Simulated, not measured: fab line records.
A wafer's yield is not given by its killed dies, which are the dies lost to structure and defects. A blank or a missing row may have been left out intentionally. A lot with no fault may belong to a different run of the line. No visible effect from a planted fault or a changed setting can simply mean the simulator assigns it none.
Matching of chambers / flow nand-harc / NHARC_A_CHANNEL_FILL_D2_ETCHBACK_19 on rie-si-05 has 4 sister chambers
The step etches the open film in HBr/Cl2, target depth 5 nm, time 1.7 s. 18 wafers are shown with their chamber, then 9 later ones without.

== WAFERS PAIRED WITH THEIR CHAMBERS ==
wafer=L075.1; chamber=3; drypump-motor-current-A (A)=5.8; oes-product-au (a.u.)=1.002; hbr-flow-sccm (sccm)=149.9
wafer=L075.2; chamber=2; drypump-motor-current-A (A)=6.1; oes-product-au (a.u.)=0.997; hbr-flow-sccm (sccm)=149.7
wafer=L075.4; chamber=0; drypump-motor-current-A (A)=5.8; oes-product-au (a.u.)=1.001; hbr-flow-sccm (sccm)=149.7
wafer=L078.2; chamber=0; drypump-motor-current-A (A)=5.7; oes-product-au (a.u.)=1.001; hbr-flow-sccm (sccm)=149.8
wafer=L078.3; chamber=1; drypump-motor-current-A (A)=6.2; oes-product-au (a.u.)=0.991; hbr-flow-sccm (sccm)=149.8
wafer=L078.5; chamber=3; drypump-motor-current-A (A)=5.7; oes-product-au (a.u.)=1.002; hbr-flow-sccm (sccm)=150.2
wafer=L081.1; chamber=0; drypump-motor-current-A (A)=5.7; oes-product-au (a.u.)=1.001; hbr-flow-sccm (sccm)=150.4
wafer=L081.2; chamber=1; drypump-motor-current-A (A)=6.2; oes-product-au (a.u.)=0.996; hbr-flow-sccm (sccm)=150.2
wafer=L081.5; chamber=0; drypump-motor-current-A (A)=5.7; oes-product-au (a.u.)=1.011; hbr-flow-sccm (sccm)=150.1
wafer=L084.2; chamber=3; drypump-motor-current-A (A)=5.8; oes-product-au (a.u.)=1.006; hbr-flow-sccm (sccm)=149.4
wafer=L084.3; chamber=0; drypump-motor-current-A (A)=5.8; oes-product-au (a.u.)=1.011; hbr-flow-sccm (sccm)=149.9
wafer=L084.6; chamber=1; drypump-motor-current-A (A)=6.2; oes-product-au (a.u.)=0.980; hbr-flow-sccm (sccm)=149.2
wafer=L085.2; chamber=0; drypump-motor-current-A (A)=5.8; oes-product-au (a.u.)=1.005; hbr-flow-sccm (sccm)=150.5
wafer=L085.3; chamber=1; drypump-motor-current-A (A)=6.2; oes-product-au (a.u.)=0.999; hbr-flow-sccm (sccm)=149.6
wafer=L085.6; chamber=3; drypump-motor-current-A (A)=5.8; oes-product-au (a.u.)=1.007; hbr-flow-sccm (sccm)=150.0
wafer=L087.1; chamber=3; drypump-motor-current-A (A)=5.8; oes-product-au (a.u.)=1.002; hbr-flow-sccm (sccm)=149.5
wafer=L087.2; chamber=0; drypump-motor-current-A (A)=5.8; oes-product-au (a.u.)=1.002; hbr-flow-sccm (sccm)=150.1
wafer=L087.5; chamber=0; drypump-motor-current-A (A)=5.7; oes-product-au (a.u.)=0.995; hbr-flow-sccm (sccm)=150.4

SIGNATURES (averages over the wafers above)
reading=drypump-motor-current-A; chamber 0=5.750; chamber 1=6.200; chamber 2=6.100; chamber 3=5.780; scatter within a chamber=0.0447
reading=oes-product-au; chamber 0=1.00337; chamber 1=0.99150; chamber 2=0.99700; chamber 3=1.00380; scatter within a chamber=0.00562
reading=hbr-flow-sccm; chamber 0=150.113; chamber 1=149.700; chamber 2=149.700; chamber 3=149.800; scatter within a chamber=0.339
Rule: a wafer lies at a distance from a chamber equal to the root of the sum of squares, over the readings, of (its reading less the chamber's mean, divided by the reading's scatter). The wafer belongs to the nearest chamber; if the next one is less than 2 further off, it can't be placed. How the scatter is found: for the shown wafers, subtract from each reading the mean of its chamber, square and add these, divide the total by (wafers less chambers), then take the root.

== WAFERS MISSING THEIR CHAMBER ==
wafer=L092.2; drypump-motor-current-A (A)=6.2; oes-product-au (a.u.)=0.990; hbr-flow-sccm (sccm)=150.3
wafer=L092.4; drypump-motor-current-A (A)=6.1; oes-product-au (a.u.)=0.996; hbr-flow-sccm (sccm)=149.9
wafer=L092.5; drypump-motor-current-A (A)=6.1; oes-product-au (a.u.)=1.004; hbr-flow-sccm (sccm)=149.9
wafer=L095.1; drypump-motor-current-A (A)=5.8; oes-product-au (a.u.)=0.994; hbr-flow-sccm (sccm)=150.6
wafer=L095.2; drypump-motor-current-A (A)=5.7; oes-product-au (a.u.)=0.999; hbr-flow-sccm (sccm)=150.0
wafer=L095.5; drypump-motor-current-A (A)=6.2; oes-product-au (a.u.)=1.006; hbr-flow-sccm (sccm)=149.9
wafer=L097.2; drypump-motor-current-A (A)=5.7; oes-product-au (a.u.)=1.005; hbr-flow-sccm (sccm)=150.1
wafer=L097.3; drypump-motor-current-A (A)=6.2; oes-product-au (a.u.)=0.993; hbr-flow-sccm (sccm)=150.0
wafer=L097.6; drypump-motor-current-A (A)=5.7; oes-product-au (a.u.)=1.007; hbr-flow-sccm (sccm)=149.9

== WHICH CHAMBER EACH WENT THROUGH ==
wafer=L092.2; from the rows above=can't be placed: 1 or 2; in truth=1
wafer=L092.4; from the rows above=can't be placed: 2 or 1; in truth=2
wafer=L092.5; from the rows above=can't be placed: 2 or 1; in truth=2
wafer=L095.1; from the rows above=can't be placed: 0 or 3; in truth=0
wafer=L095.2; from the rows above=can't be placed: 0 or 3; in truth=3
wafer=L095.5; from the rows above=can't be placed: 1 or 2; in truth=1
wafer=L097.2; from the rows above=can't be placed: 0 or 3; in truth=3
wafer=L097.3; from the rows above=can't be placed: 1 or 2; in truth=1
wafer=L097.6; from the rows above=can't be placed: 0 or 3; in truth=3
Placed correctly: 0 of 9. Can't be placed from these rows: 9 (the true chamber is among the candidates in 9). Number placed wrongly: 0.
